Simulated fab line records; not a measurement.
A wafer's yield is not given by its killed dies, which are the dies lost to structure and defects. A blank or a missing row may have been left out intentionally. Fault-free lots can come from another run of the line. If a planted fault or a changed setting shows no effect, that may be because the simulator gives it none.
fab line records -- flow nand_harc
[record] lots = 7, wafers = 21, last_day = 33
route steps=1302 shown P_GATE@205 P_CONTACT@217 END@1302
lots that met no fault: from a run of the same line without faults
start_h: hours from the record's opening day to when the first of the lot's shown wafers began -- wait_h: hours from the lot's prior step to this one -- " unchanged from the row above -- L1.1+2: one row covering several wafers at once -- - no value, or no start given -- * or withheld: withheld -- < > ~ a bound
route shown NAME@n: NAME is a module with steps in the file, n the number in the route of the first one -- usual: mean/standard deviation of fault-free wafers -- same: alike in all rows -- chamber/n: place in a boat -- sites: each site's reading -- _std_site: their standard deviation -- _edge_site: inner sites' mean taken away from outer sites' mean -- radius_mm: for every site, how far away it sits from the centre of the wafer -- mask NAME#n: copy n -- behind: tool/chamber where the wafer was last shaped -- hold: why the lot went on hold/how many hours it stayed there/how the hold came to an end -- device: names the non-switching transistor (n, p or np) -- end of line: tests run on the same wafers once the route is complete -- where a step has no rows: the recipe by itself -- killed: at the first sort, the dies lost to defects and structure; wafer yield is something else -- map: a wafer's dies, marking killed ones x, the rest . and places with no die _
set.NAME: the setting that was run; set.NAME@STEP: the one run at that earlier step -- model.NAME: the simulator's own value behind a step, which no gauge read
lots at selected steps of the route; one table per step, one row per wafer
services: the hour from which a tool's chamber was out of use, counted from the record's first day as start_h (under 0 if before that day), plus the number of hours and why
[[steps]]
[step NHARC_P_GATE_STRIP_95]
[recipe] power_w = 1500, temp_c = 250, chemistry = O2
[step NHARC_P_GATE_STRIP_96]
[recipe] time_s = 900, temp_c = 130, chemistry = SPM
[step NHARC_P_GATE_RTA_64]
[recipe] temp_c = 1050, time_s = 1
[usual] lamp_power_pct = 36/3.5, lamp_zone_1_pct = 36/3.5, lamp_zone_4_pct = 36/3.5, wafer_temp_C_max = 1055.0/1.4
lot.wafer,tool,chamber,start_h,wait_h,lamp_power_pct,lamp_zone_1_pct,lamp_zone_4_pct,wafer_temp_C_max
L809.1,rtp_anneal-01,0,129.55,-,33,33,33,1054.1
L809.2,rtp_anneal-01,0,129.55,-,33,33,33,1054.3
L809.6,rtp_anneal-01,0,129.55,-,33,33,33,1054.1
L814.4,rtp_anneal-01,0,181.13,-,33,33,33,1054.3
L814.5,rtp_anneal-01,0,181.13,-,33,33,33,1054.9
L814.6,rtp_anneal-01,0,181.13,-,33,33,33,1054.6
L815.1,rtp_anneal-01,0,193.48,-,33,33,33,1054.1
L815.2,rtp_anneal-01,0,193.48,-,33,33,33,1053.9
L815.6,rtp_anneal-01,0,193.48,-,33,33,33,1056.3
L816.1,rtp_anneal-01,0,202.62,-,33,33,33,1054.9
L816.3,rtp_anneal-01,0,202.62,-,33,33,33,1053.7
L816.5,rtp_anneal-01,0,202.62,-,33,33,33,1055.9
L826.1,rtp_anneal-02,0,303.01,-,40,40,40,1055.2
L826.2,rtp_anneal-02,0,303.01,-,40,40,40,1056.0
L826.6,rtp_anneal-02,0,303.01,-,40,40,40,1055.7
L829.1,rtp_anneal-01,0,336.93,-,33,33,33,1053.1
L829.2,rtp_anneal-01,0,336.93,-,33,33,33,1055.0
L829.4,rtp_anneal-01,0,336.93,-,33,33,33,1055.4
L830.1,rtp_anneal-01,0,341.56,-,33,33,33,1053.9
L830.2,rtp_anneal-01,0,341.56,-,33,33,33,1055.2
L830.5,rtp_anneal-01,0,341.56,-,33,33,33,1053.5
[step NHARC_P_GATE_ETCH_77]
[recipe] target_depth_a = 60, chemistry = dHF, material = SiO2
[step NHARC_P_GATE_DEGAS_109]
[recipe] temp_c = 300, time_s = 60
[usual] heater_power_w = 454/59
lot.wafer,tool,chamber,start_h,wait_h,heater_power_w
L809.1,pvd_sputter-01,-,129.85,0.1,391
L809.2,pvd_sputter-01,-,129.85,0.1,452
L809.6,pvd_sputter-01,-,129.85,0.1,404
L814.4,pvd_sputter-01,-,181.36,0.1,458
L814.6,pvd_sputter-01,-,181.36,0.1,404
L814.5,pvd_sputter-01,-,181.36,0.1,408
L815.1,pvd_sputter-03,-,193.79,0.1,421
L815.2,pvd_sputter-03,-,193.79,0.1,556
L815.6,pvd_sputter-03,-,193.79,0.1,418
L816.1,pvd_sputter-01,-,202.93,0.1,397
L816.3,pvd_sputter-01,-,202.93,0.1,565
L816.5,pvd_sputter-01,-,202.93,0.1,406
L826.1,pvd_sputter-01,-,303.35,0.1,516
L826.2,pvd_sputter-01,-,303.35,0.1,541
L826.6,pvd_sputter-01,-,303.35,0.1,540
L829.4,pvd_sputter-01,-,337.23,0.1,413
L829.2,pvd_sputter-01,-,337.23,0.1,551
L829.1,pvd_sputter-01,-,337.23,0.1,390
L830.2,pvd_sputter-02,-,341.87,0.1,414
L830.1,pvd_sputter-02,-,341.87,0.1,362
L830.5,pvd_sputter-02,-,341.87,0.1,426
[step NHARC_P_GATE_PRE_CLEAN_110]
[recipe] time_s = 30, bias_v = 200, gas = Ar
[step NHARC_P_GATE_SPUTTER_78]
[recipe] target_thk_a = 100, material = Ni
[step NHARC_P_GATE_SPUTTER_79]
[recipe] target_thk_a = 100, material = TiN
[step NHARC_P_GATE_RTA_80]
[recipe] temp_c = 300, time_s = 30
[usual] lamp_power_pct = 2.26/0.2, lamp_zone_1_pct = 2.26/0.2, lamp_zone_4_pct = 2.26/0.2, wafer_temp_C_max = 301.6/0.41
lot.wafer,tool,chamber,start_h,wait_h,lamp_power_pct,lamp_zone_1_pct,lamp_zone_4_pct,wafer_temp_C_max
L809.1,rtp_anneal-02,0,130.15,-,2.40,2.41,2.41,301.2
L809.2,rtp_anneal-02,0,130.15,-,2.41,2.41,2.41,301.7
L809.6,rtp_anneal-02,0,130.15,-,2.40,2.41,2.41,301.8
L814.4,rtp_anneal-01,0,181.73,-,1.97,1.97,1.97,301.6
L814.5,rtp_anneal-01,0,181.73,-,1.97,1.97,1.97,301.5
L814.6,rtp_anneal-01,0,181.73,-,1.97,1.97,1.97,300.9
L815.1,rtp_anneal-01,0,194.08,-,1.97,1.97,1.97,301.1
L815.2,rtp_anneal-01,0,194.08,-,1.97,1.97,1.97,301.6
L815.6,rtp_anneal-01,0,194.08,-,1.97,1.97,1.97,300.7
L816.1,rtp_anneal-01,0,203.25,-,1.97,1.97,1.97,301.6
L816.3,rtp_anneal-01,0,203.25,-,1.97,1.97,1.97,301.1
L816.5,rtp_anneal-01,0,203.25,-,1.97,1.97,1.97,301.4
L826.1,rtp_anneal-02,0,303.64,-,2.40,2.40,2.41,301.6
L826.2,rtp_anneal-02,0,303.64,-,2.41,2.41,2.41,301.3
L826.6,rtp_anneal-02,0,303.64,-,2.40,2.41,2.41,302.4
L829.1,rtp_anneal-02,0,337.70,-,2.40,2.40,2.40,301.8
L829.2,rtp_anneal-02,0,337.70,-,2.40,2.40,2.40,301.3
L829.4,rtp_anneal-02,0,337.70,-,2.40,2.40,2.40,301.5
L830.1,rtp_anneal-02,0,342.17,-,2.40,2.41,2.40,301.7
L830.2,rtp_anneal-02,0,342.17,-,2.40,2.40,2.40,301.8
L830.5,rtp_anneal-02,0,342.17,-,2.40,2.40,2.40,301.5
[step NHARC_P_GATE_STRIP_67]
[recipe] time_s = 600, temp_c = 130, chemistry = SPM
[step NHARC_P_GATE_RTA_82]
[recipe] temp_c = 450, time_s = 30
[usual] lamp_power_pct = 4.2/0.4, lamp_zone_1_pct = 4.2/0.4, lamp_zone_4_pct = 4.2/0.4, wafer_temp_C_max = 452.0/0.6
lot.wafer,tool,chamber,start_h,wait_h,lamp_power_pct,lamp_zone_1_pct,lamp_zone_4_pct,wafer_temp_C_max
L809.1,rtp_anneal-01,0,130.61,-,3.9,3.9,3.9,451.8
L809.2,rtp_anneal-01,0,130.61,-,3.9,3.9,3.9,451.8
L809.6,rtp_anneal-01,0,130.61,-,3.9,3.9,3.9,452.2
L814.4,rtp_anneal-02,0,182.19,-,4.7,4.7,4.7,452.7
L814.5,rtp_anneal-02,0,182.19,-,4.7,4.7,4.7,453.0
L814.6,rtp_anneal-02,0,182.19,-,4.7,4.7,4.7,452.4
L815.1,rtp_anneal-01,0,194.54,-,3.9,3.9,3.9,451.9
L815.2,rtp_anneal-01,0,194.54,-,3.9,3.9,3.9,451.7
L815.6,rtp_anneal-01,0,194.54,-,3.9,3.9,3.9,451.3
L816.1,rtp_anneal-02,0,203.71,-,4.7,4.7,4.7,452.5
L816.3,rtp_anneal-02,0,203.71,-,4.7,4.7,4.7,452.5
L816.5,rtp_anneal-02,0,203.71,-,4.7,4.7,4.7,452.4
L826.1,rtp_anneal-01,0,304.10,-,3.9,3.9,3.9,451.6
L826.2,rtp_anneal-01,0,304.10,-,3.9,3.9,3.9,451.8
L826.6,rtp_anneal-01,0,304.10,-,3.9,3.9,3.9,451.9
L829.1,rtp_anneal-01,0,338.16,-,3.9,3.9,3.9,452.0
L829.2,rtp_anneal-01,0,338.16,-,3.9,3.9,3.9,451.4
L829.4,rtp_anneal-01,0,338.16,-,3.9,3.9,3.9,451.8
L830.1,rtp_anneal-01,0,342.62,-,3.9,3.9,3.9,450.9
L830.2,rtp_anneal-01,0,342.62,-,3.9,3.9,3.9,451.2
L830.5,rtp_anneal-01,0,342.62,-,3.9,3.9,3.9,451.6
[step NHARC_P_GATE_INSPECT_68]
[usual] raw_defect_count = 214/84
lot.wafer,tool,chamber,start_h,wait_h,raw_defect_count
L809.1,defect_inspect-02,-,130.80,0.2,216
L809.2,defect_inspect-02,-,130.80,0.2,190
L809.6,defect_inspect-02,-,130.80,0.2,254
L814.4,defect_inspect-02,-,182.30,0.1,110
L814.5,defect_inspect-02,-,182.30,0.1,177
L814.6,defect_inspect-02,-,182.30,0.1,124
L815.1,defect_inspect-02,-,194.74,0.2,161
L815.2,defect_inspect-02,-,194.74,0.2,111
L815.6,defect_inspect-02,-,194.74,0.2,247
L816.1,defect_inspect-02,-,203.91,0.2,178
L816.3,defect_inspect-02,-,203.91,0.2,218
L816.5,defect_inspect-02,-,203.91,0.2,268
L826.1,defect_inspect-01,-,304.30,0.2,259
L826.2,defect_inspect-01,-,304.30,0.2,297
L826.6,defect_inspect-01,-,304.30,0.2,250
L829.1,defect_inspect-01,-,338.36,0.2,695
L829.2,defect_inspect-01,-,338.36,0.2,284
L829.4,defect_inspect-01,-,338.36,0.2,247
L830.1,defect_inspect-02,-,342.82,0.2,430
L830.2,defect_inspect-02,-,342.82,0.2,356
L830.5,defect_inspect-02,-,342.82,0.2,285
[step NHARC_P_CONTACT_DEP_30]
[recipe] target_thk_a = 300, temp_c = 400, target_thk_nm = 30, flow_sccm = 200, rf_w = 450, material = SiNx
[usual] heater_power_outer_w = 394/48, heater_power_w = 668/63
lot.wafer,tool,chamber,start_h,wait_h,heater_power_outer_w,heater_power_w
L809.1,pecvd-02,1,130.87,0.1,435,721
L809.2,pecvd-02,2,130.87,0.1,418,676
L809.6,pecvd-02,0,130.87,0.1,320,595
L814.5,pecvd-04,0,182.48,0.2,-,-
L814.6,pecvd-04,1,182.48,0.2,-,-
L814.4,pecvd-04,2,182.48,0.2,-,-
L815.1,pecvd-01,1,194.81,0.1,-,-
L815.2,pecvd-01,2,194.81,0.1,-,-
L815.6,pecvd-01,1,194.81,0.1,-,-
L816.3,pecvd-01,2,203.98,0.1,-,-
L816.1,pecvd-01,0,203.98,0.1,-,-
L816.5,pecvd-01,2,203.98,0.1,-,-
L826.2,pecvd-04,0,304.37,0.1,375,679
L826.1,pecvd-04,2,304.37,0.1,429,713
L826.6,pecvd-04,0,304.37,0.1,390,694
L829.1,pecvd-02,1,338.46,0.1,358,598
L829.2,pecvd-02,2,338.46,0.1,452,740
L829.4,pecvd-02,2,338.46,0.1,449,741
L830.2,pecvd-01,0,342.89,0.1,446,713
L830.1,pecvd-01,2,342.89,0.1,363,621
L830.5,pecvd-01,2,342.89,0.1,370,623
[step NHARC_P_CONTACT_DEP_00]
[recipe] target_thk_a = 5000, temp_c = 400, pressure_torr = 6.5, rf_w = 900, teos_flow_sccm = 161.4, flow_sccm = 2650, target_thk_nm = 500, gas = O2, material = SiO2
[usual] chamber_pressure_Torr = 6.500/0.013, flow_sccm = 2653/8.3, heater_power_w = 505/67, throttle_valve_pct = 16.2/0.59
lot.wafer,tool,chamber,start_h,wait_h,chamber_pressure_Torr,flow_sccm,heater_power_w,throttle_valve_pct
L809.1,pecvd-02,1,-,-,6.497,2656,514,15.9
L809.2,pecvd-02,2,-,-,6.514,2647,525,15.2
L809.6,pecvd-02,0,-,-,6.489,2657,460,16.3
L814.5,pecvd-04,0,182.73,0.2,6.495,2649,425,16.1
L814.6,pecvd-04,1,182.73,0.2,6.493,2649,678,15.4
L814.4,pecvd-04,2,182.73,0.2,6.492,2643,542,14.9
L815.1,pecvd-01,1,195.05,0.2,6.508,2651,596,16.4
L815.2,pecvd-01,2,195.05,0.2,6.508,2652,368,16.3
L815.6,pecvd-01,1,195.05,0.2,6.499,2664,446,16.5
L816.3,pecvd-01,2,204.21,0.2,6.504,2659,360,16.5
L816.1,pecvd-01,0,204.21,0.2,6.503,2640,468,16.7
L816.5,pecvd-01,2,204.21,0.2,6.501,2647,390,16.3
L826.2,pecvd-04,0,-,-,6.499,2650,500,16.2
L826.1,pecvd-04,2,-,-,6.479,2661,526,14.5
L826.6,pecvd-04,0,-,-,6.525,2657,528,16.5
L829.1,pecvd-02,1,-,-,6.510,2666,410,16.5
L829.2,pecvd-02,2,-,-,6.500,2649,531,15.3
L829.4,pecvd-02,2,-,-,6.511,2648,554,15.4
L830.2,pecvd-01,0,-,-,6.512,2675,583,16.6
L830.1,pecvd-01,2,-,-,6.502,2645,523,16.0
L830.5,pecvd-01,2,-,-,6.507,2646,539,16.2
[step NHARC_END_SORT_01]
[recipe] temp_c = 25
[usual] killed_at_array = 57/19, killed_at_other = 0.9/1.1, killed_at_periphery = 4.0/2.6, killed_dies = 62/19, killed_open = 3.3/1.8, killed_short = 2.4/1.7
[same] gross_dies = 677
lot.wafer,tool,chamber,start_h,wait_h,killed_at_array,killed_at_other,killed_at_periphery,killed_dies,killed_open,killed_short
L814.4,prober-02,0,620.65,3.4,72,3,275,350,5,6
L814.5,prober-02,0,621.46,3.7,83,2,242,327,3,3
L814.6,prober-02,0,622.26,4.0,81,3,272,356,9,3
L815.1,prober-01,0,635.19,2.5,59,0,267,326,4,3
L815.2,prober-01,0,635.99,2.8,46,0,266,312,4,1
L815.6,prober-01,0,639.19,4.0,46,0,281,327,2,1
L816.1,prober-02,0,635.22,2.5,78,1,241,320,5,3
L816.3,prober-02,0,636.83,3.1,76,0,270,346,4,3
L816.5,prober-02,0,638.44,3.7,68,0,279,347,3,5
// killed by level:class
L814.4 P_CONTACT:area_dep=271 A_CHANNEL_HOLE_D2:chamber_film_flake=28 A_SLIT:chamber_film_flake=23 A_CONTACT:chamber_film_flake=5 A_BONDPAD:chamber_film_flake=3 THIN_TSV:chamber_film_flake=3 P_M0:geometric_particle:open=2 A_WL_FILL:geometric_particle:short=2
L814.5 P_CONTACT:area_dep=241 A_SLIT:chamber_film_flake=34 A_CHANNEL_HOLE_D2:chamber_film_flake=31 A_CONTACT:chamber_film_flake=7 A_SGD_CUT:geometric_particle:open=2 A_WL_FILL:chamber_film_flake=2 A_BONDPAD:chamber_film_flake=2 THIN_TSV:chamber_film_flake=2
L814.6 P_CONTACT:area_dep=269 A_CHANNEL_HOLE_D2:chamber_film_flake=39 A_SLIT:chamber_film_flake=15 A_CHANNEL_HOLE_D1:chamber_film_flake=5 A_CHANNEL_FILL_D2:chamber_film_flake=5 A_CONTACT:chamber_film_flake=5 A_WL_FILL:geometric_particle:open=2 A_BLC:geometric_particle:open=2
L815.1 P_CONTACT:area_dep=265 A_CHANNEL_HOLE_D2:chamber_film_flake=31 A_CHANNEL_HOLE_D1:chamber_film_flake=12 A_BLC:chamber_film_flake=3 P_M1:geometric_particle:short=2 A_CHANNEL_FILL_D1:chamber_film_flake=2 A_CONTACT:chamber_film_flake=2 A_CHANNEL_HOLE_D1:geometric_particle:open=1
L816.1 P_CONTACT:area_dep=236 A_CHANNEL_HOLE_D1:chamber_film_flake=30 A_SLIT:chamber_film_flake=28 A_CHANNEL_HOLE_D2:chamber_film_flake=9 A_CONTACT:chamber_film_flake=3 P_M0:geometric_particle:open=2 A_WL_FILL:geometric_particle:short=2 P_M2:chamber_film_flake=2
L815.2 P_CONTACT:area_dep=264 A_CHANNEL_HOLE_D2:chamber_film_flake=22 A_BLC:chamber_film_flake=8 A_CHANNEL_HOLE_D1:chamber_film_flake=5 A_STAIRCASE:chamber_film_flake=2 A_CONTACT:chamber_film_flake=2 P_GATE:geometric_particle:open=1 A_CHANNEL_HOLE_D1:geometric_particle:short=1
L816.3 P_CONTACT:area_dep=264 A_CHANNEL_HOLE_D1:chamber_film_flake=31 A_SLIT:chamber_film_flake=17 A_CHANNEL_HOLE_D2:chamber_film_flake=15 P_ZERO_WELL:chamber_film_flake=3 A_CONTACT:chamber_film_flake=3 A_ZERO_WELL:chamber_film_flake=2 A_DECK1_JOINT:chamber_film_flake=2
L816.5 P_CONTACT:area_dep=277 A_CHANNEL_HOLE_D1:chamber_film_flake=32 A_SLIT:chamber_film_flake=14 A_ZERO_WELL:chamber_film_flake=4 A_CHANNEL_HOLE_D2:chamber_film_flake=4 A_CONTACT:chamber_film_flake=3 A_WL_FILL:geometric_particle:short=2 A_CHANNEL_FILL_D1:chamber_film_flake=2
L815.6 P_CONTACT:area_dep=278 A_CHANNEL_HOLE_D2:chamber_film_flake=28 A_CHANNEL_HOLE_D1:chamber_film_flake=5 A_BLC:chamber_film_flake=3 A_DECK1_JOINT:chamber_film_flake=2 P_GATE:chamber_film_flake=2 A_CONTACT:chamber_film_flake=2 A_DECK1_JOINT:geometric_particle:open=1
// map L814.6 (x killed, . not)
____________x____________
_________xxxx..x_________
_______x..xxxx...x_______
______.x..xxx...x.x______
_____x.x.....xx....._____
____x...x...x..x.....____
____.x...xxx.x.......____
___.x...x....xx....xx.___
___x.x....xx.x......x.___
__x.........x.....x..x.__
__xxxx........x.x.....x__
_xxx................xx.._
_xxx......x..x........xx_
_xxxxxxx.....x....xx.x.._
_.xxx.xx.xx...........xx_
_xxxxxxxx.x......x....xx_
x.x.x.xxx....x.......xxxx
.xxx.xxxxx.......xx...xx.
xxxxxxxxxx.........xx..xx
xxxxxxxxxx......x..x..x.x
xxxx.xxx....x..xx...xxx.x
_xxxxxxxxxx.......x..xx._
_xxxxx..x....x..xx.x..xx_
_xxxxxxx......x.xxx..xxx_
_xxxx.x.x..x.x..xxxxxxxx_
_xxx...xx.x.x......x...x_
__xxxxxxxx...xxx.x.x.xx__
__xxxxxxx........x.x.xx__
___xxxxxxx..x..xxx..xx___
___xxxx.xx.xx..xxxxxxx___
____xxxxxxxxxxx.xxxxx____
____xxxxxxxxxxx.xxxxx____
_____xxxxxxx.xx.xxxx_____
______xxxxxxxxxxxxx______
_______xxxx.xxx.xx_______
_________xxxxxxx_________
____________x____________
// map L815.6 (x killed, . not)
____________x____________
_________.x....._________
_______...x......._______
______x............______
_____........x......_____
____..........x......____
____....x............____
___...x........x......___
___............x.x..x.___
__.......x......x....x.__
__......x.x...........x__
_....xx.....x.....xxx.x._
_......x...xxx.......xx._
_...x.....x......xx....._
_.....xx......x..xx.x..x_
_...xxxxx.....xxxxx....._
..x.xxxxxx..xxxxx.x.xx.xx
.....xxxx..xxxx..xxxx..x.
....x.xxx...xxx.xxxx...x.
....x.xx.xxxxxxxxxx..xxx.
.xx.xxx.xx.xxx...xxxxxxx.
_....x..xx..xxxx.xxxxxxx_
_......x.xxxx..xxxx.xxx._
_.xx...x.xxxxxxx...x.xxx_
_.xxxxxxxx.xxxxxxxx...xx_
_.xxxxxx.xx.xxxxxx.xxxx._
__.x..x.x.xxx.xxxx.xxx.__
__...xxxxx.x.xxxxxxxxxx__
___xxx..xx..xx.xx.xx.x___
___x....xxx.x...xxxxxx___
____xxxx.xxxxxxxxxxxx____
____xx.x.xxxxx.xxxx.x____
_____.xx.x.xxxxxxxxx_____
______xxxxxxxxx.xxx______
_______xxxxxxxxxxx_______
_________xxxxxxx_________
____________x____________
[[services]]
tool,chamber,start_h,hours,kind
pecvd-02,-,108.87,0.6,repair
pecvd-01,-,130.00,13.0,pm
pecvd-01,0,130.00,13.0,vent_cycle
pecvd-01,1,130.00,13.0,vent_cycle
pecvd-01,2,130.00,13.0,vent_cycle
pecvd-01,0,143.00,-,clean
pecvd-01,1,143.00,-,clean
pecvd-01,2,143.00,-,clean
pecvd-02,-,160.07,1.4,repair
pvd_sputter-03,-,170.00,10.0,pm
pvd_sputter-01,-,174.35,4.4,repair
pecvd-01,-,216.90,0.4,repair
pecvd-04,-,218.42,5.1,repair
pvd_sputter-03,-,221.26,2.6,repair
pecvd-02,-,227.47,13.0,pm
pvd_sputter-01,-,234.51,10.0,pm
pecvd-04,-,274.05,13.0,pm
pvd_sputter-01,-,278.15,4.0,repair
pvd_sputter-02,-,282.00,10.0,pm
pecvd-02,1,288.40,9.3,repair
pvd_sputter-01,-,293.30,3.2,repair
pecvd-01,-,311.00,13.0,pm
pecvd-01,0,311.00,13.0,vent_cycle
pecvd-01,1,311.00,13.0,vent_cycle
[[key]]
[first_sign] step = NHARC_P_CONTACT_DEP_30, reading = tool_record, direction = missing
[effect] step = NHARC_END_SORT_01, reading = killed_at_periphery, direction = up, sigmas = 99+, usual = 4.0, struck = 265.9
[more_kills_born_at] NHARC_P_CONTACT_DEP_30@pecvd-01 = 1584, NHARC_P_CONTACT_DEP_30@pecvd-04 = 781
met_at NHARC_P_CONTACT_DEP_30
struck_wafers L814.4,L814.5,L814.6,L815.1,L815.2,L815.6,L816.1,L816.3,L816.5
tester_left_out L814,L815,L816
[fault] kind = skipped_step_whole, tool = pecvd-01,pecvd-04, chamber = -, onset_h = 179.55, steps = NHARC_P_CONTACT_DEP_30, scope = struck_lots_only
// tester_left_out: of these lots the tester's yield and bins aren't shown, on N5 and GAA mostly nor the transistor test; their killed dies are dies lost to structure and defects alone, not to doping, threshold or leakage, so they don't give the yield
